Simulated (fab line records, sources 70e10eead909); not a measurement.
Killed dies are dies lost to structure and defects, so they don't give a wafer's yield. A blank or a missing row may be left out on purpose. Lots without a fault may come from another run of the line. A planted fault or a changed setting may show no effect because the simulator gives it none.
fab line records | flow nand_harc
record lots=23 wafers=69 last_day=24
route steps=1159 shown A_STAIRCASE@619
lots that met no fault: from a run of the same line without faults
start_h: hours from the record's first day to the start of the lot's first wafer shown | wait_h: hours since the lot's step before | " the same as in the row above | L1.1+2: a row that stands for several wafers | - no value, or no start given | * or withheld: withheld | < > ~ a bound
route shown NAME@n: a module of which the file shows steps, and the number in the route of the first | usual: mean/standard deviation of fault-free wafers | same: alike in all rows | chamber/n: place in a boat | sites: the reading at each site | _std_site: their standard deviation | _edge_site: outer sites' mean less inner sites' | radius_mm: how far each site lies from the wafer's centre | mask NAME#n: copy n | behind: the tool/chamber that last shaped the wafer | hold: why the lot was held/for how many hours/how that ended | device: the transistor (n, p or np) that didn't switch | end of line: the same wafers' tests at the end of the route | a step without rows: its recipe alone | killed: dies lost to structure and defects at the first sort, not the wafer's yield | map: a wafer's dies, x killed, . not, _ none there
set.NAME: the setting as run; set.NAME@STEP: as run at that earlier step | model.NAME: the simulator's own value behind a step, which no gauge read
steps of the route over a sample of lots; a table a step, a row a wafer
services: from which hour (start_h, from the record's first day; less than 0 if before it) a tool's chamber was out of use, for how many hours, and why
## steps
# step NHARC_A_STAIRCASE_ETCH_225
# recipe target_depth_a=1000 time_s=40.5 ion_energy_ev=400 c4f8_flow_sccm=20 o2_flow_sccm=10 ar_flow_sccm=withheld rf_w=600 bias_w=1000 chemistry=C4F8/O2
# usual oes_product_au=0.937/0.01 rf_vpp_V=895/5
# columns lot.wafer tool chamber start_h wait_h oes_product_au rf_hours_counter_h rf_vpp_V
L074.1 rie_diel-08 3 - - 0.941 43 891
L074.3 " 0 " " 0.950 41 900
L074.5 " 1 " " 0.940 - 893
L076.4 rie_diel-08 3 - - 0.950 47 890
L076.3 " 1 " " 0.945 40 894
L076.2 " 2 " " 0.942 50 903
L075.1 rie_diel-08 1 - - 0.941 40 893
L075.3 " 2 " " 0.941 51 903
L075.2 " 3 " " 0.942 48 891
L077.1 rie_diel-08 2 - - 0.936 55 902
L077.5 " 0 " " 0.948 - 899
L077.6 " 1 " " 0.932 - 892
L079.3 rie_diel-13 0 - - 0.951 62 893
L079.2 " 1 " " 0.944 64 887
L079.1 " 3 " " 0.935 52 887
L080.1 rie_diel-01 2 - - 0.934 49 893
L080.4 " 0 " " 0.926 47 899
L080.5 " 3 " " 0.917 - 897
L081.3 rie_diel-01 1 - - 0.908 50 903
L081.4 " 3 " " 0.920 49 896
L081.1 " 0 " " 0.916 48 900
L082.3 rie_diel-01 2 - - 0.936 54 894
L082.4 " 3 " " 0.938 53 898
L082.6 " 1 " " 0.922 - 903
L083.3 rie_diel-08 2 - - 0.942 70 902
L083.4 " 0 " " 0.937 62 897
L083.6 " 2 " " 0.938 - 901
L085.2 rie_diel-13 2 - - 0.942 18 894
L085.4 " 0 " " 0.927 15 891
L085.6 " 2 " " 0.947 - 892
L084.1 rie_diel-13 1 - - 0.941 16 886
L084.5 " 1 " " 0.947 - 888
L084.6 " 2 " " 0.932 - 894
L087.4 rie_diel-01 0 - - 0.920 3 900
L087.3 " 1 " " 0.926 3 903
L087.5 " 0 " " 0.925 - 898
L088.2 rie_diel-13 1 - - 0.933 17 887
L088.4 " 0 " " 0.932 17 891
L088.6 " 2 " " 0.944 - 893
L086.4 rie_diel-01 0 - - 0.922 4 899
L086.1 " 1 " " 0.932 5 901
L086.6 " 2 " " 0.936 - 894
L089.1 rie_diel-01 0 - - 0.935 6 898
L089.2 " 2 " " 0.943 7 892
L089.4 " 0 " " 0.924 - 899
L090.2 rie_diel-13 2 - - 0.942 21 892
L090.1 " 3 " " 0.923 20 887
L090.6 " 3 " " 0.930 - 887
L091.1 rie_diel-13 2 - - 0.943 22 891
L091.5 " 3 " " 0.927 - 886
L091.6 " 0 " " 0.933 - 891
L092.2 rie_diel-08 1 - - 0.944 18 892
L092.3 " 2 " " 0.954 19 902
L092.4 " 3 " " 0.938 10 890
L093.3 rie_diel-01 0 - - 0.917 13 898
L093.2 " 1 " " 0.917 10 901
L093.1 " 2 " " 0.923 13 892
L094.1 rie_diel-08 1 - - 0.915 21 892
L094.2 " 2 " " 0.949 22 904
L094.6 " 0 " " 0.942 - 898
L096.2 rie_diel-08 1 - - 0.946 24 892
L096.6 " 0 " " 0.952 - 897
L096.5 " 1 " " 0.943 - 892
L095.3 rie_diel-01 0 - - 0.931 21 897
L095.1 " 1 " " 0.932 18 901
L095.2 " 3 " " 0.940 23 896
L097.4 rie_diel-08 2 - - 0.952 26 902
L097.3 " 3 " " 0.948 18 890
L097.6 " 1 " " 0.947 - 890
# step NHARC_A_STAIRCASE_TRIM_226
# recipe time_s=211.2 o2_flow_sccm=500 ar_flow_sccm=0 bias_w=0 chemistry=O2
# usual drypump_motor_current_A=5.8/0.48 oes_product_au=1.001/0.0074 rf_vpp_V=57.6/0.89 showerhead_plenum_p_Torr=3.50/0.14 throttle_valve_pct=17.036/0.0089
# columns lot.wafer tool chamber start_h wait_h drypump_motor_current_A oes_product_au rf_hours_counter_h rf_vpp_V showerhead_plenum_p_Torr throttle_valve_pct
L074.3 rie_diel-08 0 - - 5.6 1.013 41 57.5 3.60 17.048
L074.1 " 3 " " 5.0 1.001 43 57.1 3.38 17.036
L074.5 " 1 " " 5.7 1.006 - 58.3 3.44 17.017
L076.3 rie_diel-08 2 - - 6.3 0.998 50 58.2 3.72 17.055
L076.4 " 3 " " 5.0 1.006 47 58.7 3.37 17.032
L076.2 " 0 " " 5.6 1.021 45 57.5 3.60 17.046
L075.1 rie_diel-08 2 - - 6.3 1.017 51 57.4 3.72 17.031
L075.3 " 0 " " 5.6 1.017 45 57.2 3.60 17.039
L075.2 " 1 " " 5.7 1.008 40 57.9 3.44 17.035
L077.1 rie_diel-08 2 - - 6.3 1.014 55 59.2 3.71 17.029
L077.5 " 2 " " 6.3 1.003 - 58.8 3.71 17.050
L077.6 " 3 " " 5.0 1.007 - 56.2 3.37 17.036
L079.2 rie_diel-13 0 - - 5.4 1.013 62 57.4 3.41 17.039
L079.3 " 1 " " 6.4 0.999 65 56.6 3.29 17.044
L079.1 " 3 " " 5.4 0.994 52 58.4 3.29 17.043
L080.4 rie_diel-01 1 - - 5.1 0.996 50 58.2 3.70 17.038
L080.1 " 2 " " 6.3 1.002 49 56.5 3.47 17.040
L080.5 " 0 " " 6.2 0.992 - 56.5 3.62 17.034
L081.1 rie_diel-01 0 - - 6.2 0.993 48 57.2 3.62 17.036
L081.3 " 1 " " 5.1 0.994 50 57.9 3.70 17.049
L081.4 " 2 " " 6.3 0.998 49 57.6 3.47 17.022
L082.4 rie_diel-01 1 - - 5.1 0.986 55 58.0 3.70 17.028
L082.3 " 0 " " 6.2 0.990 52 59.8 3.62 17.035
L082.6 " 1 " " 5.1 0.984 - 58.6 3.70 17.036
L083.3 rie_diel-08 1 - - 5.7 1.005 60 58.3 3.43 17.033
L083.4 " 3 " " 5.0 1.002 67 56.9 3.36 17.050
L083.6 " 2 " " 6.3 1.000 - 56.4 3.70 17.037
L085.2 rie_diel-13 1 - - 6.5 1.001 16 56.2 3.29 17.024
L085.4 " 2 " " 6.4 1.022 18 58.4 3.44 17.047
L085.6 " 2 " " 6.4 1.008 - 56.7 3.44 17.027
L084.1 rie_diel-13 3 - - 5.3 0.989 17 56.4 3.28 17.022
L084.5 " 0 " " 5.4 0.992 - 57.9 3.40 17.032
L084.6 " 1 " " 6.5 1.006 - 56.8 3.28 17.043
L087.3 rie_diel-01 0 - - 6.2 0.986 3 58.4 3.62 17.029
L087.4 " 1 " " 5.1 0.995 4 55.9 3.69 17.040
L087.5 " 0 " " 6.2 0.996 - 58.2 3.62 17.034
L088.2 rie_diel-13 1 - - 6.5 1.000 17 55.9 3.28 17.036
L088.4 " 3 " " 5.4 1.003 19 58.5 3.28 17.036
L088.6 " 2 " " 6.3 0.997 - 55.8 3.44 17.049
L086.4 rie_diel-01 3 - - 5.7 1.005 4 56.5 3.54 17.056
L086.1 " 0 " " 6.2 1.004 5 58.1 3.62 17.053
L086.6 " 3 " " 5.7 1.005 - 57.3 3.54 17.031
L089.1 rie_diel-01 0 - - 6.2 0.991 6 57.1 3.62 17.038
L089.2 " 2 " " 6.3 0.995 7 58.0 3.46 17.019
L089.4 " 0 " " 6.2 0.990 - 58.0 3.62 17.034
L090.1 rie_diel-13 2 - - 6.3 0.999 21 58.6 3.44 17.031
L090.2 " 3 " " 5.3 0.996 21 57.8 3.28 17.032
L090.6 " 2 " " 6.3 1.010 - 56.7 3.44 17.035
L091.1 rie_diel-13 3 - - 5.4 0.997 22 56.4 3.28 17.046
L091.5 " 2 " " 6.3 1.001 - 59.1 3.44 17.033
L091.6 " 3 " " 5.4 0.999 - 57.1 3.28 17.036
L092.3 rie_diel-08 0 - - 5.6 1.006 16 57.4 3.58 17.047
L092.4 " 1 " " 5.7 0.998 18 57.0 3.42 17.019
L092.2 " 3 " " 5.0 0.988 10 58.2 3.36 17.042
L093.1 rie_diel-01 2 - - 6.3 1.004 13 57.7 3.45 17.027
L093.3 " 0 " " 6.2 0.994 13 58.7 3.61 17.039
L093.2 " 1 " " 5.1 1.010 10 58.0 3.69 17.039
L094.2 rie_diel-08 2 - - 6.3 1.002 22 58.9 3.69 17.050
L094.1 " 3 " " 5.0 1.003 13 57.1 3.36 17.029
L094.6 " 3 " " 5.0 1.005 - 58.1 3.36 17.047
L096.2 rie_diel-08 1 - - 5.7 0.996 24 58.9 3.42 17.025
L096.5 " 0 " " 5.6 1.008 - 59.3 3.58 17.028
L096.6 " 1 " " 5.7 0.991 - 59.6 3.42 17.050
L095.1 rie_diel-01 2 - - 6.3 1.006 22 55.4 3.45 17.029
L095.2 " 3 " " 5.7 0.999 23 58.6 3.53 17.051
L095.3 " 0 " " 6.2 0.998 21 58.3 3.61 17.048
L097.4 rie_diel-08 3 - - 5.0 1.001 18 57.3 3.35 17.020
L097.3 " 0 " " 5.6 1.006 24 58.3 3.58 17.049
L097.6 " 2 " " 6.3 1.015 - 57.6 3.69 17.035
# step NHARC_A_STAIRCASE_TRIM_235
# recipe time_s=211.2 o2_flow_sccm=500 ar_flow_sccm=0 bias_w=0 chemistry=O2
# usual drypump_motor_current_A=5.8/0.48 oes_product_au=1.000/0.0088 rf_vpp_V=57.8/0.92 showerhead_plenum_p_Torr=3.48/0.14 throttle_valve_pct=17.036/0.0079
# columns lot.wafer tool chamber start_h wait_h drypump_motor_current_A oes_product_au rf_hours_counter_h rf_vpp_V showerhead_plenum_p_Torr throttle_valve_pct
L074.3 rie_diel-13 0 - - 5.4 0.999 54 56.1 3.41 17.049
L074.1 " 1 " " 6.5 1.007 56 56.9 3.30 17.040
L074.5 " 0 " " 5.4 0.998 - 57.9 3.41 17.026
L076.2 rie_diel-01 0 - - 6.2 0.985 38 56.7 3.63 17.038
L076.4 " 1 " " 5.1 0.995 41 57.0 3.70 17.045
L076.3 " 2 " " 6.3 0.993 40 57.2 3.47 17.027
L075.3 rie_diel-13 0 - - 5.4 1.008 58 57.1 3.41 17.018
L075.1 " 1 " " 6.5 1.004 60 58.9 3.30 17.018
L075.2 " 3 " " 5.4 0.988 47 56.2 3.29 17.041
L077.1 rie_diel-08 1 - - 5.7 1.009 45 57.4 3.44 17.041
L077.6 " 0 " " 5.6 1.018 - 57.5 3.60 17.033
L077.5 " 1 " " 5.8 1.015 - 58.2 3.44 17.023
L079.2 rie_diel-13 0 - - 5.4 1.008 63 57.0 3.41 17.025
L079.1 " 1 " " 6.4 0.991 65 57.2 3.29 17.040
L079.3 " 3 " " 5.3 0.992 52 57.1 3.29 17.036
L080.4 rie_diel-08 0 - - 5.6 1.017 59 57.9 3.59 17.022
L080.1 " 3 " " 5.0 1.006 62 57.9 3.37 17.038
L080.5 " 1 " " 5.7 1.007 - 56.8 3.43 17.040
L081.4 rie_diel-08 3 - - 5.0 1.004 62 56.1 3.37 17.026
L081.3 " 0 " " 5.6 1.005 59 57.5 3.59 17.035
L081.1 " 1 " " 5.8 1.008 54 58.5 3.43 17.035
L082.3 rie_diel-01 0 - - 6.2 0.990 54 58.5 3.62 17.039
L082.4 " 3 " " 5.7 1.003 55 58.3 3.55 17.030
L082.6 " 0 " " 6.2 0.991 - 58.5 3.62 17.034
L083.4 rie_diel-08 2 - - 6.3 0.994 71 59.3 3.70 17.045
L083.3 " 3 " " 5.0 0.998 68 57.4 3.36 17.041
L083.6 " 3 " " 5.0 0.998 - 57.5 3.36 17.040
L085.4 rie_diel-13 1 - - 6.4 0.998 17 58.1 3.28 17.043
L085.2 " 3 " " 5.4 0.995 19 55.9 3.28 17.038
L085.6 " 2 " " 6.3 1.001 - 56.2 3.44 17.021
L084.1 rie_diel-13 0 - - 5.4 0.996 17 57.5 3.40 17.038
L084.5 " 1 " " 6.4 1.006 - 58.3 3.28 17.028
L084.6 " 2 " " 6.3 0.996 - 57.4 3.44 17.035
L087.4 rie_diel-01 0 - - 6.2 0.996 5 58.6 3.62 17.024
L087.3 " 2 " " 6.3 1.003 5 59.4 3.46 17.025
L087.5 " 0 " " 6.2 1.006 - 57.4 3.62 17.040
L088.2 rie_diel-08 1 - - 5.7 1.002 11 58.2 3.42 17.042
L088.6 " 1 " " 5.7 1.004 - 58.2 3.42 17.038
L088.4 " 2 " " 6.3 1.018 - 59.5 3.70 17.018
L086.1 rie_diel-13 2 - - 6.3 1.002 20 57.4 3.44 17.037
L086.4 " 3 " " 5.4 0.999 20 59.1 3.28 17.032
L086.6 " 0 " " 5.4 0.991 - 57.2 3.40 17.021
L090.2 rie_diel-13 0 - - 5.4 0.998 19 58.8 3.40 17.027
L090.1 " 2 " " 6.3 1.012 22 57.7 3.44 17.022
L090.6 " 0 " " 5.4 0.998 - 57.4 3.40 17.036
L089.2 rie_diel-01 2 - - 6.3 1.000 9 57.2 3.46 17.029
L089.4 " 3 " " 5.7 0.996 9 57.8 3.54 17.049
L089.1 " 0 " " 6.2 0.990 9 58.8 3.61 17.027
L091.1 rie_diel-01 3 - - 5.7 0.986 10 58.6 3.54 17.042
L091.5 " 2 " " 6.3 0.989 - 57.1 3.46 17.041
L091.6 " 3 " " 5.7 0.998 - 57.1 3.54 17.033
L092.2 rie_diel-08 0 - - 5.6 1.013 17 56.8 3.58 17.047
L092.4 " 1 " " 5.7 1.000 19 57.3 3.42 17.027
L092.3 " 3 " " 5.0 1.002 11 57.8 3.36 17.043
L093.1 rie_diel-01 2 - - 6.3 0.994 14 58.1 3.45 17.039
L093.2 " 3 " " 5.7 1.008 14 58.1 3.54 17.034
L093.3 " 1 " " 5.1 1.002 12 59.0 3.69 17.036
L094.2 rie_diel-01 2 - - 6.3 1.006 18 57.1 3.45 17.032
L094.1 " 1 " " 5.1 0.990 14 60.1 3.68 17.044
L094.6 " 3 " " 5.7 1.004 - 57.2 3.53 17.025
L096.2 rie_diel-08 2 - - 6.3 1.018 25 59.2 3.69 17.040
L096.6 " 2 " " 6.3 1.010 - 57.9 3.69 17.044
L096.5 " 3 " " 5.0 1.020 - 58.0 3.35 17.040
L095.2 rie_diel-13 1 - - 6.5 0.994 32 57.9 3.28 17.035
L095.3 " 3 " " 5.4 0.992 33 56.2 3.27 17.034
L095.1 " 0 " " 5.4 0.999 32 58.7 3.39 17.044
L097.4 rie_diel-08 1 - - 5.8 0.981 25 57.6 3.41 17.048
L097.3 " 2 " " 6.3 1.001 26 58.3 3.69 17.043
L097.6 " 0 " " 5.6 1.010 - 59.7 3.58 17.045
# step NHARC_A_STAIRCASE_DESCUM_252
# recipe time_s=3 o2_flow_sccm=200 ar_flow_sccm=0 bias_power_w=0 chemistry=O2
# usual drypump_motor_current_A=5.8/0.49 oes_product_au=1.001/0.0082 rf_vpp_V=57.7/0.83 showerhead_plenum_p_Torr=1.88/0.081 throttle_valve_pct=11.312/0.0083
# columns lot.wafer tool chamber start_h wait_h drypump_motor_current_A oes_product_au rf_hours_counter_h rf_vpp_V showerhead_plenum_p_Torr throttle_valve_pct
L074.1 rie_diel-01 1 246.47 - 5.1 1.004 37 58.6 2.02 11.323
L074.3 " 3 " " 5.7 1.009 36 58.4 1.93 11.303
L074.5 " 2 " " 6.3 0.998 - 58.1 1.88 11.319
L076.2 rie_diel-13 0 257.40 - 5.4 1.001 58 56.7 1.85 11.308
L076.4 " 1 " " 6.4 1.000 60 56.0 1.78 11.299
L076.3 " 2 " " 6.3 0.985 58 57.9 1.87 11.307
L075.3 rie_diel-01 2 257.96 - 6.3 0.998 40 56.6 1.88 11.320
L075.1 " 0 " " 6.2 0.996 39 58.5 1.97 11.308
L075.2 " 1 " " 5.1 0.994 41 59.3 2.02 11.310
L077.1 rie_diel-08 1 265.65 - 5.7 1.009 45 57.4 1.86 11.318
L077.6 " 0 " " 5.6 1.020 - 57.6 1.95 11.310
L077.5 " 1 " " 5.7 1.005 - 57.7 1.86 11.306
L079.3 rie_diel-01 2 274.05 - 6.3 0.990 45 58.0 1.88 11.313
L079.2 " 3 " " 5.7 1.006 45 57.9 1.93 11.314
L079.1 " 0 " " 6.2 0.988 44 58.1 1.97 11.319
L080.4 rie_diel-01 1 285.99 - 5.1 0.990 51 57.7 2.01 11.310
L080.1 " 2 " " 6.3 0.988 50 59.3 1.88 11.301
L080.5 " 0 " " 6.2 0.993 - 57.3 1.97 11.304
L081.4 rie_diel-13 1 287.27 - 6.4 1.001 0 57.4 1.78 11.319
L081.3 " 2 " " 6.3 0.997 1 58.4 1.87 11.318
L081.1 " 3 " " 5.4 0.996 1 58.7 1.78 11.303
L082.4 rie_diel-08 0 301.19 - 5.6 1.013 65 58.6 1.95 11.305
L082.3 " 2 " " 6.3 1.005 71 59.0 2.02 11.321
L082.6 " 0 " " 5.6 1.007 - 58.2 1.95 11.321
L083.3 rie_diel-13 0 301.56 - 5.4 0.999 5 57.5 1.84 11.314
L083.4 " 2 " " 6.3 1.012 6 58.8 1.87 11.303
L083.6 " 0 " " 5.4 1.009 - 57.2 1.84 11.306
L085.4 rie_diel-01 3 334.51 - 5.7 0.985 6 57.7 1.92 11.312
L085.2 " 0 " " 6.2 0.988 6 58.2 1.96 11.322
L085.6 " 2 " " 6.3 0.991 - 58.3 1.87 11.311
L084.1 rie_diel-13 3 334.87 - 5.4 0.994 20 57.2 1.77 11.298
L084.6 " 1 " " 6.4 0.995 - 56.4 1.77 11.307
L084.5 " 2 " " 6.3 0.998 - 58.4 1.86 11.331
L087.4 rie_diel-13 3 335.42 - 5.3 1.000 20 56.6 1.77 11.310
L087.3 " 0 " " 5.4 1.004 18 58.9 1.84 11.315
L087.5 " 2 " " 6.3 0.999 - 56.0 1.86 11.315
L088.4 rie_diel-01 3 335.81 - 5.7 0.999 6 58.0 1.92 11.301
L088.2 " 2 " " 6.3 0.996 6 59.0 1.87 11.315
L088.6 " 3 " " 5.7 1.001 - 58.2 1.92 11.320
L086.1 rie_diel-08 0 336.58 - 5.6 1.010 11 57.9 1.95 11.323
L086.4 " 2 " " 6.3 1.009 - 56.6 2.01 11.304
L086.6 " 0 " " 5.6 1.015 - 58.2 1.95 11.325
L090.1 rie_diel-13 0 340.31 - 5.4 1.008 21 57.3 1.84 11.309
L090.2 " 1 " " 6.4 0.995 21 57.9 1.77 11.296
L090.6 " 3 " " 5.4 0.994 - 57.0 1.77 11.319
L089.4 rie_diel-13 1 341.41 - 6.4 0.993 21 56.7 1.77 11.306
L089.1 " 2 " " 6.3 1.006 23 57.7 1.86 11.309
L089.2 " 3 " " 5.3 0.997 23 57.8 1.77 11.313
L091.1 rie_diel-13 0 342.87 - 5.4 1.001 22 56.5 1.84 11.314
L091.6 " 2 " " 6.3 1.014 - 57.5 1.86 11.314
L091.5 " 3 " " 5.3 1.004 - 57.4 1.77 11.298
L092.2 rie_diel-08 0 351.01 - 5.6 1.017 17 57.7 1.94 11.327
L092.4 " 2 " " 6.3 1.003 20 58.5 2.01 11.307
L092.3 " 3 " " 5.0 1.006 11 57.7 1.81 11.331
L093.2 rie_diel-13 2 352.47 - 6.3 1.004 27 57.9 1.86 11.318
L093.3 " 0 " " 5.4 0.993 25 57.1 1.84 11.308
L093.1 " 1 " " 6.5 1.000 26 57.1 1.77 11.319
L094.2 rie_diel-08 0 363.63 - 5.6 1.012 20 57.5 1.94 11.325
L094.1 " 1 " " 5.7 1.000 21 58.7 1.85 11.304
L094.6 " 0 " " 5.6 1.018 - 59.3 1.94 11.296
L096.2 rie_diel-08 2 377.30 - 6.3 1.002 26 58.8 2.01 11.325
L096.5 " 3 " " 5.0 0.999 - 57.0 1.81 11.308
L096.6 " 0 " " 5.6 1.016 - 58.2 1.94 11.301
L095.2 rie_diel-01 1 379.24 - 5.1 1.012 19 58.8 2.00 11.320
L095.3 " 3 " " 5.7 1.000 24 58.9 1.91 11.301
L095.1 " 0 " " 6.2 0.997 22 58.7 1.96 11.301
L097.3 rie_diel-08 3 382.61 - 5.0 1.011 18 57.6 1.81 11.313
L097.4 " 0 " " 5.6 1.009 25 58.5 1.94 11.309
L097.6 " 3 " " 5.0 1.006 - 57.9 1.81 11.300
# step NHARC_A_STAIRCASE_DEP_259
# recipe target_thk_a=300 target_thk_nm=30 temp_c=400 pressure_torr=3.5 flow_sccm=200 rf_w=350 material=SiON
# usual heater_power_w=788/63
# columns lot.wafer tool chamber start_h wait_h heater_power_w
L074.1 pecvd-02 1 249.85 1.5 737
L074.3 " 0 " " 787
L074.5 " 2 " " 794
L076.3 pecvd-01 2 260.22 0.9 814
L076.2 " 1 " " 812
L076.4 " 0 " " 702
L075.1 pecvd-01 0 260.93 1.6 747
L075.3 " 1 " " 796
L075.2 " 2 " " 717
L077.1 pecvd-02 2 269.25 1.6 744
L077.6 " 0 " " 765
L077.5 " 2 " " 770
L079.1 pecvd-01 1 278.59 1.6 786
L079.2 " 2 " " 803
L079.3 " 0 " " 766
L080.1 pecvd-03 2 289.00 1.6 969
L080.5 " 1 " " 764
L080.4 " 2 " " 916
L081.3 pecvd-02 1 290.31 0.9 708
L081.1 " 0 " " 772
L081.4 " 0 " " 784
L082.3 pecvd-02 1 304.07 1.0 697
L082.6 " 2 " " 784
L082.4 " 0 " " 736
L083.3 pecvd-01 1 305.11 1.1 883
L083.6 " 0 " " 738
L083.4 " 2 " " 738
L085.2 pecvd-03 1 338.09 1.2 753
L085.6 " 1 " " 766
L085.4 " 0 " " 834
L084.1 pecvd-01 0 338.23 1.6 727
L084.5 " 1 " " 740
L084.6 " 2 " " 742
L087.3 pecvd-03 0 340.13 1.0 933
L087.5 " 2 " " 879
L087.4 " 0 " " 758
L088.2 pecvd-03 2 340.90 1.3 918
L088.4 " 2 " " 916
L088.6 " 1 " " 809
L086.1 pecvd-01 2 341.98 1.6 766
L086.4 " 0 " " 787
L086.6 " 1 " " 734
L090.1 pecvd-01 0 343.19 1.6 723
L090.2 " 1 " " 748
L090.6 " 2 " " 767
L089.1 pecvd-03 2 344.99 1.5 849
L089.2 " 1 " " 734
L089.4 " 1 " " 732
L091.1 pecvd-01 1 347.14 1.6 847
L091.6 " 0 " " 751
L091.5 " 1 " " 863
L092.2 pecvd-03 0 354.62 1.3 868
L092.3 " 2 " " 847
L092.4 " 0 " " 885
L093.2 pecvd-02 2 356.42 1.3 799
L093.3 " 0 " " 781
L093.1 " 1 " " 739
L094.2 pecvd-03 0 367.13 1.3 874
L094.1 " 2 " " 865
L094.6 " 0 " " 892
L096.2 pecvd-02 2 381.57 1.2 827
L096.6 " 0 " " 753
L096.5 " 1 " " 678
L095.2 pecvd-02 0 382.17 1.2 775
L095.1 " 1 " " 722
L095.3 " 2 " " 815
L097.3 pecvd-01 2 386.77 1.2 790
L097.6 " 1 " " 874
L097.4 " 0 " " 738
# step NHARC_A_STAIRCASE_ETCH_453
# recipe target_depth_a=300 overetch_a=30 time_s=16.5 ion_energy_ev=100 cf4_flow_sccm=80 o2_flow_sccm=20 ar_flow_sccm=0 rf_w=300 bias_w=100 chemistry=CF4/O2
# usual drypump_motor_current_A=5.7/0.5 oes_product_au=1.000/0.0083 rf_vpp_V=197.2/1.4 showerhead_plenum_p_Torr=1.31/0.055 throttle_valve_pct=13.398/0.0091
# columns lot.wafer tool chamber start_h wait_h drypump_motor_current_A oes_product_au rf_hours_counter_h rf_vpp_V showerhead_plenum_p_Torr throttle_valve_pct
L074.3 rie_diel-01 0 - - 6.2 1.004 38 198.9 1.37 13.409
L074.1 " 1 " " 5.1 0.997 41 198.2 1.40 13.413
L074.5 " 2 " " 6.3 0.996 - 197.8 1.31 13.392
L076.3 rie_diel-13 1 - - 6.4 0.997 63 197.4 1.24 13.391
L076.2 " 3 " " 5.3 0.980 50 195.1 1.24 13.399
L076.4 " 3 " " 5.3 0.992 - 194.5 1.24 13.381
L075.1 rie_diel-13 1 - - 6.5 0.996 64 196.4 1.24 13.393
L075.2 " 3 " " 5.3 0.987 51 195.8 1.24 13.396
L075.3 " 0 " " 5.4 0.994 61 196.7 1.29 13.410
L077.1 rie_diel-01 1 - - 5.1 0.992 47 198.9 1.40 13.409
L077.6 " 3 " " 5.7 1.002 - 197.6 1.34 13.404
L077.5 " 0 " " 6.2 1.000 - 199.1 1.37 13.388
L079.1 rie_diel-13 2 - - 6.3 0.998 0 197.6 1.30 13.399
L079.3 " 3 " " 5.3 0.997 0 194.7 1.24 13.399
L079.2 " 0 " " 5.4 0.997 0 195.0 1.29 13.382
L080.1 rie_diel-08 3 - - 5.0 0.991 66 198.1 1.27 13.400
L080.4 " 2 " " 6.3 0.995 69 199.6 1.40 13.385
L080.5 " 0 " " 5.6 1.014 - 198.8 1.36 13.399
L081.4 rie_diel-13 2 - - 6.3 1.002 4 197.0 1.30 13.390
L081.3 " 3 " " 5.4 1.001 4 194.9 1.24 13.400
L081.1 " 0 " " 5.4 0.999 3 196.1 1.29 13.404
L082.4 rie_diel-01 1 - - 5.1 0.999 59 198.1 1.40 13.401
L082.3 " 2 " " 6.3 0.990 59 197.3 1.31 13.392
L082.6 " 1 " " 5.1 0.991 - 199.7 1.40 13.409
L083.4 rie_diel-08 3 - - 5.0 1.005 0 197.1 1.27 13.391
L083.3 " 0 " " 5.6 1.002 0 198.3 1.36 13.396
L083.6 " 0 " " 5.6 1.004 - 198.8 1.36 13.396
L085.2 rie_diel-08 1 - - 5.7 0.996 17 197.0 1.29 13.420
L085.4 " 2 " " 6.3 1.020 18 200.4 1.40 13.394
L085.6 " 0 " " 5.6 1.019 - 198.2 1.36 13.394
L084.1 rie_diel-08 0 - - 5.6 1.005 15 199.0 1.36 13.398
L084.6 " 3 " " 5.0 0.998 - 196.5 1.27 13.392
L084.5 " 0 " " 5.6 0.997 - 198.4 1.36 13.397
L087.3 rie_diel-13 3 - - 5.3 1.004 25 195.8 1.24 13.419
L087.4 " 1 " " 6.4 1.002 24 194.5 1.24 13.412
L087.5 " 3 " " 5.3 0.995 - 195.5 1.24 13.404
L088.2 rie_diel-13 1 - - 6.4 1.007 25 196.3 1.24 13.412
L088.4 " 2 " " 6.3 1.001 26 197.1 1.30 13.392
L088.6 " 1 " " 6.4 1.007 - 197.0 1.24 13.403
L086.1 rie_diel-01 1 - - 5.1 0.993 11 198.8 1.40 13.403
L086.4 " 3 " " 5.7 1.009 13 198.0 1.34 13.404
L086.6 " 2 " " 6.3 1.003 - 196.4 1.31 13.383
L090.1 rie_diel-13 1 - - 6.4 1.003 25 196.5 1.24 13.402
L090.2 " 3 " " 5.3 0.990 26 196.0 1.24 13.372
L090.6 " 1 " " 6.4 1.001 - 195.3 1.24 13.390
L089.1 rie_diel-08 3 - - 5.0 0.997 11 193.6 1.27 13.392
L089.2 " 0 " " 5.6 1.020 18 198.8 1.36 13.404
L089.4 " 1 " " 5.7 1.005 19 195.9 1.29 13.406
L091.1 rie_diel-01 1 - - 5.0 1.008 12 198.3 1.40 13.384
L091.5 " 1 " " 5.1 1.000 - 199.5 1.40 13.394
L091.6 " 2 " " 6.3 1.009 - 195.5 1.31 13.395
L092.3 rie_diel-13 0 - - 5.4 0.995 28 195.4 1.28 13.385
L092.2 " 1 " " 6.4 1.001 28 196.5 1.24 13.389
L092.4 " 3 " " 5.3 1.002 29 195.9 1.24 13.408
L093.2 rie_diel-13 2 - - 6.3 0.997 30 195.9 1.30 13.395
L093.1 " 0 " " 5.4 0.998 29 196.5 1.28 13.412
L093.3 " 1 " " 6.5 1.002 29 194.7 1.24 13.412
L094.1 rie_diel-08 0 - - 5.6 1.016 23 198.7 1.36 13.404
L094.2 " 2 " " 6.3 1.002 25 197.9 1.40 13.379
L094.6 " 0 " " 5.6 1.014 - 197.7 1.35 13.391
L096.2 rie_diel-01 3 - - 5.7 0.984 26 197.7 1.34 13.387
L096.6 " 0 " " 6.2 0.993 - 198.1 1.37 13.388
L096.5 " 1 " " 5.1 0.997 - 197.1 1.40 13.393
L095.3 rie_diel-01 1 - - 5.1 0.992 23 198.3 1.39 13.397
L095.2 " 2 " " 6.3 1.013 26 196.4 1.30 13.391
L095.1 " 0 " " 6.2 0.998 25 198.1 1.37 13.404
L097.3 rie_diel-08 0 - - 5.6 0.996 30 198.9 1.35 13.395
L097.6 " 3 " " 5.0 0.996 - 197.1 1.26 13.418
L097.4 " 0 " " 5.6 1.000 - 198.6 1.35 13.400
## services
# columns tool chamber start_h hours kind
rie_diel-08 3 228.24 2.2 repair
pecvd-03 1 230.01 7.7 repair
rie_diel-08 0 233.25 - clean
rie_diel-08 1 233.25 - clean
rie_diel-08 2 233.25 - clean
rie_diel-08 3 233.25 - clean
rie_diel-01 - 233.41 0.3 repair
pecvd-01 - 237.35 13.0 pm
pecvd-02 1 252.77 4.7 repair
rie_diel-01 3 255.91 4.9 repair
rie_diel-08 0 257.75 - clean
rie_diel-08 1 257.75 - clean
rie_diel-08 2 257.75 - clean
rie_diel-08 3 257.75 - clean
rie_diel-13 2 260.54 17.9 repair
rie_diel-13 - 276.21 9.0 pm
pecvd-02 1 278.56 7.6 repair
rie_diel-08 0 282.28 - clean
pecvd-03 - 292.15 13.0 pm
rie_diel-08 - 302.16 9.0 pm
rie_diel-01 - 314.85 9.0 pm
pecvd-03 - 328.43 0.9 repair
pecvd-02 - 334.22 13.0 pm
pecvd-03 - 356.19 0.5 repair
## key
fault none
